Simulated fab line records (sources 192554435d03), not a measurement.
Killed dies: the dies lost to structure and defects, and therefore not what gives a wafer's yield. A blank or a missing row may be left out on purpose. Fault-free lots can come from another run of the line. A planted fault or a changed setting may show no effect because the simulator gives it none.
fab line records	flow n5-finfet
[record] lots = 6	wafers = 18	last-day = 16
route steps=1938 shown MIM_BOT_LITHO@1858 MIM_BOT_ETCH@1866 PASSIVATION@1936
lots with no fault: from the same line, run without faults
start-h: hours from the record's opening day to when the first of the lot's shown wafers began	wait-h: hours elapsed since this lot's preceding step	" identical to the entry in the row above	L1.1+2: a single row standing in for several wafers	- no value, or no start given	* or withheld: withheld	< > ~ a bound
route shown NAME@n: names a module that has steps shown in the file, with the first one's number in the route	usual: mean/standard deviation of fault-free wafers	same: alike in all rows	chamber/n: place in a boat	sites: readings site by site	_std_site: the values' standard deviation	_edge_site: outer sites' mean less inner sites'	radius-mm: for every site, how far away it sits from the centre of the wafer	mask NAME#n: copy n	behind: tool/chamber where the wafer was last shaped	hold: why the lot was held/for how many hours/how that ended	device: transistor that didn't switch, given as n, p or np	end of line: at the end of the route, the tests of the same wafers	step lacking rows: just its recipe	killed: the dies lost at the first sort to structure and to defects; this is not the yield of the wafer	map: shows each die of a wafer: x if killed, . if not, _ if none is there
set.NAME: the run value of the setting; set.NAME@STEP: its run value at that earlier step	model.NAME: the simulator's own value behind a step, which no gauge read
lots at selected steps of the route; one table per step, one row per wafer
services: when a tool's chamber went out of use (start-h, in hours from the record's first day, below 0 if earlier), for how many hours, and the reason
[[steps]]
[step N5_MIM_BOT_LITHO_EXPOSE_05]
[recipe] mask-id = MIM_BOT	na = 0.55	source-shape = conventional	sigma-outer = 0.8	polarization = unpolarized	dose-mj = 24.25
[step N5_MIM_BOT_LITHO_PEB_06]
[recipe] peb-temp-c = withheld	peb-time-s = *
[step N5_MIM_BOT_LITHO_DEVELOP_07]
[recipe] develop-time-s = 60	rinse-liquid = diw	dry = air-spin	dev-temp-c = 21
[step N5_MIM_BOT_LITHO_HARDBAKE_09]
[recipe] temp-c = 130	time-s = 120
[step N5_MIM_BOT_LITHO_CD_MEAS_08]
[recipe] target-cd-nm = 3000	landing-energy-ev = 500	detector = se-inlens	polarity = opening
[usual] cd-nm = 3000.6/1.9
lot.wafer	tool	chamber	start-h	wait-h	cd-nm
L302.1	cd-sem-02	0	274.75	-	3000.7
L302.3	"	0	"	"	3002.3
L302.4	"	0	"	"	3004.0
L313.3	cd-sem-02	0	344.45	-	3000.3
L313.5	"	0	"	"	3003.1
L313.6	"	0	"	"	3001.1
L314.1	cd-sem-03	0	355.62	-	3003.7
L314.4	"	0	"	"	3001.5
L314.6	"	0	"	"	3000.5
L316.1	cd-sem-01	0	355.81	-	3001.3
L316.2	"	0	"	"	3000.3
L316.5	"	0	"	"	3004.2
L315.1	cd-sem-02	0	361.45	-	2994.6
L315.5	"	0	"	"	2998.4
L315.6	"	0	"	"	2998.9
L317.3	cd-sem-01	0	366.26	-	3001.1
L317.4	"	0	"	"	3003.5
L317.6	"	0	"	"	3001.6
[step N5_MIM_BOT_LITHO_OVL_MEAS_11]
[recipe] points-per-wafer = 44
[usual] MIM_BOT_OVL = 1/5.5
lot.wafer	tool	chamber	start-h	wait-h	MIM_BOT_OVL[nm]
L302.1	overlay-01	0	274.78	0.0	2
L302.3	"	0	"	"	-3
L302.4	"	0	"	"	-3
L313.3	overlay-02	0	344.48	0.0	4
L313.5	"	0	"	"	3
L313.6	"	0	"	"	10
L314.1	overlay-02	0	355.65	0.0	0
L314.4	"	0	"	"	0
L314.6	"	0	"	"	1
L316.1	overlay-01	0	355.84	0.0	11
L316.2	"	0	"	"	5
L316.5	"	0	"	"	11
L315.1	overlay-01	0	361.48	0.0	-3
L315.5	"	0	"	"	0
L315.6	"	0	"	"	-3
L317.3	overlay-02	0	366.29	0.0	-4
L317.4	"	0	"	"	-1
L317.6	"	0	"	"	-2
[step N5_MIM_BOT_LITHO_INSPECT_12]
[recipe] mode = adi	inspect-instrument = macro
[usual] raw-defect-count = 1.8/1.3
lot.wafer	tool	chamber	start-h	wait-h	raw-defect-count
L302.1	defect-inspect-02	-	274.80	0.0	1
L302.3	"	-	"	"	1
L302.4	"	-	"	"	1
L313.3	defect-inspect-01	-	344.50	0.0	2
L313.5	"	-	"	"	1
L313.6	"	-	"	"	1
L314.1	defect-inspect-02	-	355.67	0.0	1
L314.4	"	-	"	"	5
L314.6	"	-	"	"	2
L316.1	defect-inspect-01	-	355.86	0.0	2
L316.2	"	-	"	"	2
L316.5	"	-	"	"	3
L315.1	defect-inspect-01	-	361.50	0.0	3
L315.5	"	-	"	"	1
L315.6	"	-	"	"	3
L317.3	defect-inspect-02	-	366.31	0.0	2
L317.4	"	-	"	"	0
L317.6	"	-	"	"	2
[step N5_MIM_BOT_LITHO_DESCUM_10]
[recipe] chemistry = O2	time-s = 7.9	source-power-w = 50	bias-power-w = 20	pressure-mtorr = 20	rf-frequency-hz = 2.712e+07	temp-c = 40	o2-flow-sccm = 225
[usual] drypump-motor-current-A = 5.5/0.5	oes-product-au = 0.80/0.083	rf-vpp-V = 243.2/1.3	showerhead-plenum-p-Torr = 2.10/0.071	throttle-valve-pct = 20.48/0.2
lot.wafer	tool	chamber	start-h	wait-h	drypump-motor-current-A	oes-product-au	rf-hours-counter-h	rf-vpp-V	showerhead-plenum-p-Torr	throttle-valve-pct
L302.1	rie-diel-06	0	274.84	0.0	5.0	0.71	221	244.9	2.14	20.68
L302.3	"	2	"	"	5.2	0.77	147	243.7	2.02	20.65
L302.4	"	1	"	"	5.4	0.76	134	243.4	2.12	20.61
L313.3	rie-diel-01	3	344.53	0.0	6.5	0.79	107	244.5	2.20	20.27
L313.5	"	2	"	"	5.1	0.71	-	243.1	2.17	20.79
L313.6	"	3	"	"	6.5	0.78	-	243.9	2.20	20.26
L314.1	rie-diel-01	0	355.70	0.0	5.6	0.95	12	242.1	2.05	20.39
L314.4	"	3	"	"	6.5	0.78	111	244.3	2.20	20.28
L314.6	"	2	"	"	5.1	0.72	-	245.5	2.17	20.80
L316.1	rie-diel-01	2	355.90	0.0	5.1	0.73	174	244.0	2.17	20.79
L316.2	"	3	"	"	6.5	0.78	111	244.2	2.20	20.28
L316.5	"	2	"	"	5.2	0.74	-	243.6	2.17	20.81
L315.1	rie-diel-01	3	361.53	0.0	6.5	0.78	113	243.8	2.20	20.25
L315.5	"	3	"	"	6.5	0.77	-	244.1	2.20	20.28
L315.6	"	0	"	"	5.6	0.95	-	243.2	2.05	20.38
L317.3	rie-diel-06	3	366.35	0.0	4.9	0.75	149	242.7	2.01	20.29
L317.4	"	3	"	"	4.9	0.74	-	242.9	2.01	20.28
L317.6	"	2	"	"	5.2	0.74	-	242.0	2.01	20.71
[step N5_MIM_BOT_ETCH_ETCH_04]
[recipe] chemistry = CF4/O2	target = SiNx	target-depth-a = 260	time-s = 13	ion-energy-ev = 100	pressure-mtorr = 40	source-w = 535	bias-w = 49	Ar_flow_sccm = 100	cf4-flow-sccm = 100	O2_flow_sccm = 10
[usual] drypump-motor-current-A = 5.5/0.49	oes-product-au = 0.80/0.084	rf-vpp-V = 241/3.7	showerhead-plenum-p-Torr = 2.21/0.077	throttle-valve-pct = 15.99/0.22
lot.wafer	tool	chamber	start-h	wait-h	drypump-motor-current-A	oes-product-au	rf-hours-counter-h	rf-vpp-V	showerhead-plenum-p-Torr	throttle-valve-pct
L302.1	rie-diel-06	0	274.90	0.0	5.0	0.70	221	235	2.26	16.29
L302.3	"	2	"	"	5.2	0.78	147	243	2.11	16.11
L302.4	"	1	"	"	5.4	0.76	134	246	2.22	16.08
L313.3	rie-diel-01	3	344.60	0.0	6.5	0.80	107	246	2.31	15.82
L313.5	"	2	"	"	5.1	0.72	-	238	2.29	16.35
L313.6	"	3	"	"	6.5	0.78	-	244	2.31	15.83
L314.1	rie-diel-01	0	355.77	0.0	5.6	0.98	12	243	2.16	15.86
L314.4	"	3	"	"	6.5	0.80	111	245	2.31	15.81
L314.6	"	2	"	"	5.1	0.72	-	236	2.29	16.40
L316.1	rie-diel-01	2	355.96	0.0	5.1	0.72	174	237	2.29	16.39
L316.2	"	3	"	"	6.5	0.78	111	244	2.31	15.82
L316.5	"	2	"	"	5.2	0.72	-	238	2.29	16.39
L315.1	rie-diel-01	3	361.60	0.0	6.5	0.79	113	244	2.31	15.82
L315.5	"	3	"	"	6.5	0.79	-	244	2.31	15.83
L315.6	"	0	"	"	5.6	0.97	-	242	2.16	15.87
L317.3	rie-diel-06	3	366.41	0.0	4.9	0.74	149	244	2.11	15.74
L317.4	"	3	"	"	4.9	0.73	-	243	2.11	15.74
L317.6	"	2	"	"	5.2	0.76	-	242	2.10	16.16
[step N5_MIM_BOT_ETCH_ETCH_03]
[recipe] chemistry = Cl2/BCl3	target-depth-a = 120	pressure-mtorr = 8	icp-w = 800	bias-w = 100	Cl2_flow_sccm = 20	bcl3-flow-sccm = 80
[usual] drypump-motor-current-A = 5.7/0.57	he-backside-leak-sccm = 3.5/0.36	oes-product-au = 0.80/0.12	throttle-valve-pct = 27.51/0.21
lot.wafer	tool	chamber	start-h	wait-h	drypump-motor-current-A	he-backside-leak-sccm	oes-product-au	rf-hours-counter-h	throttle-valve-pct
L302.1	rie-metal-01	0	274.99	0.1	5.9	3.5	0.95	3	27.28
L302.3	"	0	"	"	5.9	3.7	0.95	-	27.29
L302.4	"	1	"	"	5.5	3.4	0.74	-	27.44
L313.3	rie-metal-01	0	344.72	0.1	5.9	3.7	0.90	-	27.32
L313.5	"	1	"	"	5.5	3.4	0.73	-	27.45
L313.6	"	0	"	"	5.9	3.7	0.90	-	27.31
L314.1	rie-metal-01	1	355.86	0.1	5.5	3.4	0.73	56	27.44
L314.4	"	1	"	"	5.5	3.6	0.73	-	27.43
L314.6	"	0	"	"	5.9	3.6	0.89	-	27.31
L316.1	rie-metal-03	1	356.05	0.1	4.8	3.1	0.91	7	27.54
L316.2	"	0	"	"	6.7	4.0	0.67	99	27.58
L316.5	"	0	"	"	6.7	3.7	0.66	-	27.59
L315.1	rie-metal-03	0	361.69	0.1	6.6	3.8	0.66	100	27.60
L315.5	"	1	"	"	4.8	3.2	0.91	-	27.55
L315.6	"	0	"	"	6.7	3.8	0.66	-	27.60
L317.3	rie-metal-03	1	366.56	0.1	4.8	3.1	0.90	-	27.56
L317.4	"	1	"	"	4.8	3.1	0.91	-	27.56
L317.6	"	1	"	"	4.8	3.1	0.90	-	27.57
[step N5_MIM_BOT_ETCH_ETCH_00]
[recipe] chemistry = Cl2/BCl3	target = TiN	target-depth-a = 455	ion-energy-ev = 150	pressure-mtorr = 10	icp-w = 1000	bias-w = 126	Cl2_flow_sccm = 53.25	bcl3-flow-sccm = 21.75	Ar_flow_sccm = 25
[usual] drypump-motor-current-A = 5.7/0.57	he-backside-leak-sccm = 3.51/0.26	oes-product-au = 0.80/0.12	throttle-valve-pct = 21.91/0.18
lot.wafer	tool	chamber	start-h	wait-h	drypump-motor-current-A	he-backside-leak-sccm	oes-product-au	rf-hours-counter-h	throttle-valve-pct
L302.1	rie-metal-01	0	275.08	0.1	5.9	3.69	0.95	3	21.68
L302.3	"	0	"	"	5.9	3.61	0.96	-	21.69
L302.4	"	1	"	"	5.5	3.11	0.75	-	21.89
L313.3	rie-metal-01	0	344.82	0.1	5.9	3.74	0.89	-	21.72
L313.5	"	1	"	"	5.5	3.69	0.74	-	21.92
L313.6	"	0	"	"	5.9	3.64	0.89	-	21.72
L314.1	rie-metal-01	1	355.95	0.1	5.5	3.58	0.73	56	21.91
L314.4	"	1	"	"	5.5	3.87	0.72	-	21.92
L314.6	"	0	"	"	5.9	3.75	0.89	-	21.71
L316.1	rie-metal-03	1	356.14	0.1	4.8	3.06	0.93	7	21.84
L316.2	"	0	"	"	6.7	3.79	0.66	99	22.10
L316.5	"	0	"	"	6.7	3.68	0.66	-	22.10
L315.1	rie-metal-03	0	361.78	0.1	6.7	3.90	0.65	100	22.10
L315.5	"	1	"	"	4.8	3.05	0.91	-	21.85
L315.6	"	0	"	"	6.7	3.75	0.66	-	22.11
L317.3	rie-metal-03	1	366.76	0.2	4.8	3.14	0.90	-	21.86
L317.4	"	1	"	"	4.8	3.08	0.91	-	21.84
L317.6	"	1	"	"	4.8	3.10	0.91	-	21.86
[step N5_MIM_BOT_ETCH_STRIP_01]
[recipe] chemistry = O2	power-w = 600	temp-c = 60	pressure-mtorr = 30	rf-frequency-hz = 6e+07	bias-power-w = 0	overash-fraction = 0.5	o2-flow-sccm = 225
[usual] chamber-pressure-mTorr = 30.00/0.078	drypump-motor-current-A = 5.5/0.46	oes-product-au = 0.80/0.084	rf-vpp-V = 3.8/1.3	showerhead-plenum-p-Torr = 2.10/0.073	throttle-valve-pct = 16.71/0.22
[same] bias-power-w = 0
lot.wafer	tool	chamber	start-h	wait-h	chamber-pressure-mTorr	drypump-motor-current-A	oes-product-au	rf-hours-counter-h	rf-vpp-V	showerhead-plenum-p-Torr	throttle-valve-pct
L302.1	rie-diel-01	3	275.22	0.1	29.97	6.5	0.80	83	4.3	2.22	16.45
L302.3	"	0	"	"	30.01	5.6	0.70	243	2.4	2.06	17.01
L302.4	"	1	"	"	30.03	5.8	0.88	39	1.9	2.05	16.48
L313.3	rie-diel-03	2	344.92	0.1	30.02	5.7	0.93	10	6.2	2.24	16.47
L313.5	"	2	"	"	29.98	5.7	0.91	-	4.6	2.24	16.49
L313.6	"	1	"	"	29.84	4.8	0.75	-	1.3	2.01	16.47
L314.1	rie-diel-01	3	356.12	0.1	29.93	6.5	0.79	111	2.7	2.20	16.49
L314.4	"	0	"	"	29.84	5.6	0.96	12	1.6	2.06	16.57
L314.6	"	1	"	"	29.93	5.7	0.84	-	2.8	2.04	16.54
L316.1	rie-diel-03	1	356.28	0.1	30.03	4.9	0.75	160	3.8	2.01	16.47
L316.2	"	0	"	"	30.02	6.3	0.93	21	2.4	2.15	16.60
L316.5	"	3	"	"	30.05	5.8	0.85	-	3.2	2.13	16.80
L315.1	rie-diel-06	3	361.92	0.1	30.00	4.9	0.74	146	2.9	2.02	16.51
L315.5	"	2	"	"	29.90	5.2	0.76	-	3.5	2.01	16.94
L315.6	"	1	"	"	29.98	5.4	0.75	-	4.3	2.11	16.90
L317.3	rie-diel-03	1	366.94	0.1	30.02	4.8	0.72	164	5.4	2.01	16.44
L317.4	"	2	"	"	30.03	5.7	0.90	18	4.1	2.23	16.45
L317.6	"	0	"	"	30.01	6.2	0.94	-	5.0	2.15	16.64
[step N5_MIM_BOT_ETCH_STRIP_02]
[recipe] chemistry = post-etch-residue-remover	time-s = 1200	temp-c = 72.5
[usual] bath-guard-temp-C = 72.5/0.62	bath-heat-duty-pct = 14.8/1.5
lot.wafer	tool	chamber	start-h	wait-h	bath-guard-temp-C	bath-heat-duty-pct
L302.1	wet-bench-03	6	275.29	-	72.9	14.3
L302.3	"	4	"	"	72.2	14.0
L302.4	"	3	"	"	72.6	18.3
L313.3	wet-bench-06	5	344.99	-	73.0	14.9
L313.5	"	1	"	"	72.0	16.4
L313.6	"	2	"	"	72.8	11.7
L314.1	wet-bench-05	3	356.18	-	-	-
L314.4	"	0	"	"	-	-
L314.6	"	4	"	"	-	-
L316.1	wet-bench-06	4	356.35	-	-	-
L316.2	"	6	"	"	-	-
L316.5	"	3	"	"	-	-
L315.1	wet-bench-05	5	361.99	-	72.0	16.4
L315.5	"	0	"	"	72.1	15.2
L315.6	"	7	"	"	72.9	15.3
L317.3	wet-bench-05	0	367.01	-	72.0	15.5
L317.4	"	7	"	"	73.1	15.2
L317.6	"	6	"	"	71.7	12.0
[step N5_MIM_BOT_ETCH_CLEAN_05]
[recipe] chemistry = IPA	time-s = 180	temp-c = 25
[step N5_PASSIVATION_PROBE_49]
[usual] defect-limited-yield = 91.3/1.5	killed_at_M0_to_M3 = 34/9.4	killed_at_M4_up = 13/5.3	killed-at-contacts = 13/5.7	killed-at-front-end = 40/10	killed-at-other = 3.7/2.8	killed-dies = 103/17	killed-on-rim = 13/4.2	killed-open = 67/13	killed-short = 35/8.5	sort_bin_5_function = 5.0/0.98	sort_bin_6_memory = 3.3/0.7	sort_bin_8_speed = 0.00/0.007	sort-n-pass = 1077/17	sort-yield-pct = 91.3/1.5
[same] gross-dies = 1180	killed-at-back-side = 0	sort_bin_4_leakage[%] = 0
lot.wafer	tool	chamber	start-h	wait-h	defect-limited-yield[%]	killed_at_M0_to_M3	killed_at_M4_up	killed-at-contacts	killed-at-front-end	killed-at-other	killed-dies	killed-on-rim	killed-open	killed-short	sort_bin_5_function[%]	sort_bin_6_memory[%]	sort_bin_8_speed[%]	sort-n-pass	sort-yield-pct[%]
L302.1	prober-02	-	285.23	0.0	87.5	68	19	16	42	3	148	23	95	53	7.5	4.6	0	1032	87.5
L302.3	prober-02	-	285.33	0.1	90.5	36	10	18	47	1	112	23	72	38	5.9	3.1	0	1068	90.5
L302.4	prober-02	-	285.38	0.2	90.8	45	12	13	37	2	109	18	67	40	6.4	2.7	0	1071	90.8
L313.3	prober-02	-	353.27	0.1	91.1	33	12	5	54	1	105	12	62	40	4.5	3.7	0	1075	91.1
L313.5	prober-02	-	353.37	0.2	91.9	29	10	12	38	7	96	12	58	38	4.7	3.2	0	1084	91.9
L313.6	prober-02	-	353.42	0.3	91.2	30	12	6	52	4	104	12	65	36	5.0	3.5	0	1076	91.2
L314.1	prober-01	-	365.16	0.0	87.3	56	11	13	69	1	150	14	96	53	6.8	5.3	0	1030	87.3
L314.4	prober-01	-	365.31	0.2	91.2	42	12	10	37	3	104	12	59	45	5.7	2.7	0	1076	91.2
L314.6	prober-01	-	365.41	0.3	90.6	34	13	9	53	2	111	18	57	54	5.0	4.1	0	1069	90.6
L316.1	prober-02	-	365.34	0.0	92.0	31	12	13	33	5	94	9	70	24	3.9	3.7	0	1086	92.0
L316.2	prober-02	-	365.39	0.1	90.0	38	17	11	46	6	118	13	73	37	5.6	3.3	0	1062	90.0
L316.5	prober-02	-	365.54	0.2	92.8	29	15	14	23	4	85	14	60	25	4.2	2.7	0	1095	92.8
L315.1	prober-02	-	370.08	0.2	91.4	32	23	17	24	5	101	13	75	26	5.2	3.2	0.08	1078	91.4
L315.5	prober-02	-	370.28	0.4	91.9	25	18	6	37	10	96	8	54	34	4.4	3.1	0	1084	91.9
L315.6	prober-02	-	370.33	0.4	93.6	28	14	3	29	2	76	10	51	25	4.2	2.3	0	1104	93.6
L317.3	prober-02	-	374.75	0.1	92.1	25	12	12	41	3	93	7	63	29	4.2	3.6	0	1087	92.1
L317.4	prober-02	-	374.80	0.2	92.2	33	10	10	37	2	92	11	61	27	4.2	2.9	0	1088	92.2
L317.6	prober-02	-	374.90	0.3	92.6	30	17	9	30	1	87	13	54	33	4.6	2.6	0	1093	92.6
// killed by level:class
L302.1 BEOL_M0_SAQP:geometric-particle:open=19 BEOL_M0_SAQP:geometric-particle:short=18 BEOL_M3:geometric-particle:open=17 FIN_SAQP:geometric-particle:short=15 MOL_CONTACT_COAG:geometric-particle:open=13 BEOL_M4:geometric-particle:open=9 GATE_CUT:geometric-particle:open=7 DUMMY_GATE:geometric-particle:open=6
L302.3 FIN_SAQP:geometric-particle:open=20 MOL_CONTACT_COAG:geometric-particle:open=15 BEOL_M3:geometric-particle:open=12 STI_FIN_REVEAL:geometric-particle:open=9 FIN_SAQP:geometric-particle:short=8 BEOL_M3:geometric-particle:short=7 BEOL_M1:geometric-particle:short=5 MOL_CONTACT_COAG:geometric-particle:short=3
L302.4 BEOL_M3:geometric-particle:open=14 FIN_SAQP:geometric-particle:open=11 MOL_CONTACT_COAG:geometric-particle:open=11 BEOL_M0_SAQP:geometric-particle:short=10 BEOL_M0_SAQP:geometric-particle:open=8 FIN_SAQP:geometric-particle:short=6 BEOL_M3:geometric-particle:short=6 STI_FIN_REVEAL:geometric-particle:open=4
L313.3 FIN_SAQP:geometric-particle:short=16 FIN_SAQP:geometric-particle:open=13 BEOL_M0_SAQP:geometric-particle:short=10 BEOL_M0_SAQP:geometric-particle:open=6 BEOL_M1:geometric-particle:open=6 BEOL_M2:geometric-particle:open=5 DUMMY_GATE:geometric-particle:open=4 MOL_CONTACT_COAG:geometric-particle:open=4
L313.5 FIN_SAQP:geometric-particle:open=11 MOL_CONTACT_COAG:geometric-particle:open=10 FIN_SAQP:geometric-particle:short=8 STI_FIN_REVEAL:geometric-particle:open=6 BEOL_M0_SAQP:geometric-particle:short=6 BEOL_M2:geometric-particle:open=5 BEOL_M0_SAQP:geometric-particle:open=5 BEOL_M3:geometric-particle:open=5
L313.6 FIN_SAQP:geometric-particle:open=15 FIN_SAQP:geometric-particle:short=10 STI_FIN_REVEAL:geometric-particle:open=9 BEOL_M1:geometric-particle:open=7 BEOL_M0_SAQP:geometric-particle:short=6 STARTING-WAFER:geometric-particle:short=5 MOL_CONTACT_COAG:geometric-particle:open=4 BEOL_M0_SAQP:geometric-particle:open=4
L314.1 STI_FIN_REVEAL:geometric-particle:open=21 BEOL_M0_SAQP:geometric-particle:short=21 FIN_SAQP:geometric-particle:open=18 BEOL_M0_SAQP:geometric-particle:open=16 FIN_SAQP:geometric-particle:short=13 MOL_CONTACT_COAG:geometric-particle:open=12 BEOL_M2:geometric-particle:open=5 BEOL_M6:geometric-particle:open=5
L314.4 BEOL_M0_SAQP:geometric-particle:open=13 FIN_SAQP:geometric-particle:short=9 BEOL_M0_SAQP:geometric-particle:short=9 MOL_CONTACT_COAG:geometric-particle:open=7 FIN_SAQP:geometric-particle:open=6 BEOL_M2:geometric-particle:open=6 STI_FIN_REVEAL:geometric-particle:open=5 BEOL_M4:geometric-particle:short=5
L316.1 MOL_CONTACT_COAG:geometric-particle:open=12 FIN_SAQP:geometric-particle:open=9 FIN_SAQP:geometric-particle:short=8 BEOL_M3:geometric-particle:open=8 BEOL_M2:geometric-particle:open=7 BEOL_M4:geometric-particle:open=7 STI_FIN_REVEAL:geometric-particle:open=6 BEOL_M0:geometric-particle:open=5
L316.2 BEOL_M2:geometric-particle:open=11 MOL_CONTACT_COAG:geometric-particle:open=9 BEOL_M3:geometric-particle:open=8 HKMG_FIN:area-etch=8 GATE_CUT:geometric-particle:short=7 GATE_CUT:geometric-particle:open=7 BEOL_M4:geometric-particle:open=7 FIN_SAQP:geometric-particle:open=6
L314.6 FIN_SAQP:geometric-particle:short=18 FIN_SAQP:geometric-particle:open=9 STI_FIN_REVEAL:geometric-particle:open=9 BEOL_M4:geometric-particle:short=8 MOL_CONTACT_COAG:geometric-particle:open=7 BEOL_M0_SAQP:geometric-particle:short=6 BEOL_M1:geometric-particle:open=6 BEOL_M0_SAQP:geometric-particle:open=5
L316.5 MOL_CONTACT_COAG:geometric-particle:open=12 BEOL_M0_SAQP:geometric-particle:open=6 STI_FIN_REVEAL:geometric-particle:open=5 DUMMY_GATE:geometric-particle:open=5 BEOL_M1:geometric-particle:open=5 BEOL_M2:geometric-particle:open=4 BEOL_M0_SAQP:geometric-particle:short=3 BEOL_M0:geometric-particle:open=3
L315.1 BEOL_M4:geometric-particle:open=17 MOL_CONTACT_COAG:geometric-particle:open=15 BEOL_M0_SAQP:geometric-particle:open=9 BEOL_M2:geometric-particle:open=8 FIN_SAQP:geometric-particle:open=7 STI_FIN_REVEAL:geometric-particle:open=6 FIN_SAQP:geometric-particle:short=4 BEOL_M3:geometric-particle:short=4
L315.5 BEOL_M0_SAQP:geometric-particle:open=9 BEOL_M3:geometric-particle:open=7 BEOL_M4:geometric-particle:open=6 HKMG_FIN:area-etch=6 FIN_SAQP:geometric-particle:short=5 STI_FIN_REVEAL:geometric-particle:short=4 MOL_CONTACT_COAG:geometric-particle:open=4 BEOL_M5:geometric-particle:open=4
L315.6 FIN_SAQP:geometric-particle:open=10 BEOL_M0_SAQP:geometric-particle:open=7 BEOL_M4:geometric-particle:open=7 BEOL_M0_SAQP:geometric-particle:short=6 STI_FIN_REVEAL:geometric-particle:open=4 STARTING-WAFER:geometric-particle:short=4 DUMMY_GATE:geometric-particle:open=3 MOL_CONTACT_COAG:geometric-particle:open=3
L317.3 MOL_CONTACT_COAG:geometric-particle:open=12 BEOL_M3:geometric-particle:open=9 FIN_SAQP:geometric-particle:short=8 STI_FIN_REVEAL:geometric-particle:open=6 GATE_CUT:geometric-particle:short=4 BEOL_M0_SAQP:geometric-particle:short=4 BEOL_M0:geometric-particle:open=4 BEOL_M5:geometric-particle:open=4
L317.4 MOL_CONTACT_COAG:geometric-particle:open=8 BEOL_M0_SAQP:geometric-particle:open=7 DUMMY_GATE:geometric-particle:open=6 FIN_SAQP:geometric-particle:short=5 BEOL_M3:geometric-particle:open=5 BEOL_M5:geometric-particle:open=5 FIN_SAQP:geometric-particle:open=4 STI_FIN_REVEAL:geometric-particle:open=4
L317.6 MOL_CONTACT_COAG:geometric-particle:open=8 FIN_SAQP:geometric-particle:open=7 BEOL_M3:geometric-particle:open=7 BEOL_M0_SAQP:geometric-particle:short=6 GATE_CUT:geometric-particle:short=5 BEOL_M0_SAQP:geometric-particle:open=4 BEOL_M5:geometric-particle:open=4 BEOL_M4:geometric-particle:open=4
[[services]]
tool	chamber	start-h	hours	kind
rie-diel-06	1	254.91	6.7	repair
rie-diel-06	3	258.08	2.7	repair
rie-diel-03	0	272.04	-	clean
rie-diel-03	0	272.04	-	consumable-replace:focus-ring
rie-diel-03	0	272.04	22.2	scheduled-down
rie-diel-03	0	272.04	22.2	vent-cycle
rie-metal-03	1	277.80	-	clean
rie-metal-03	1	277.80	20.5	scheduled-down
rie-metal-03	1	277.80	20.5	vent-cycle
rie-diel-03	2	294.28	-	clean
rie-diel-03	2	294.28	-	consumable-replace:focus-ring
rie-diel-03	2	294.28	-	consumable-replace:showerhead
rie-diel-01	0	299.89	-	clean
rie-diel-01	0	299.89	-	consumable-replace:focus-ring
rie-diel-01	0	299.89	15.7	scheduled-down
rie-diel-01	0	299.89	15.7	vent-cycle
rie-diel-06	2	336.84	9.5	repair
rie-metal-03	-	337.06	2.0	repair
rie-diel-06	0	353.07	-	clean
rie-diel-06	0	353.07	-	consumable-replace:focus-ring
rie-diel-06	0	353.07	16.3	scheduled-down
rie-diel-06	0	353.07	16.3	vent-cycle
rie-diel-01	-	354.60	0.3	repair
rie-metal-03	0	365.76	3.1	repair
[[key]]
[first-sign] step = N5_MIM_BOT_ETCH_STRIP_02	reading = tool-record	direction = missing
effect none on later readings
met-at N5_MIM_BOT_ETCH_STRIP_02
struck-wafers L314.1,L314.4,L314.6,L316.1,L316.2,L316.5
onset-between 344.99 356.18
[fault] kind = skipped-step-whole	tool = wet-bench-05,wet-bench-06	chamber = -	onset-h = 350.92	steps = N5_MIM_BOT_ETCH_STRIP_02	scope = struck-lots-only
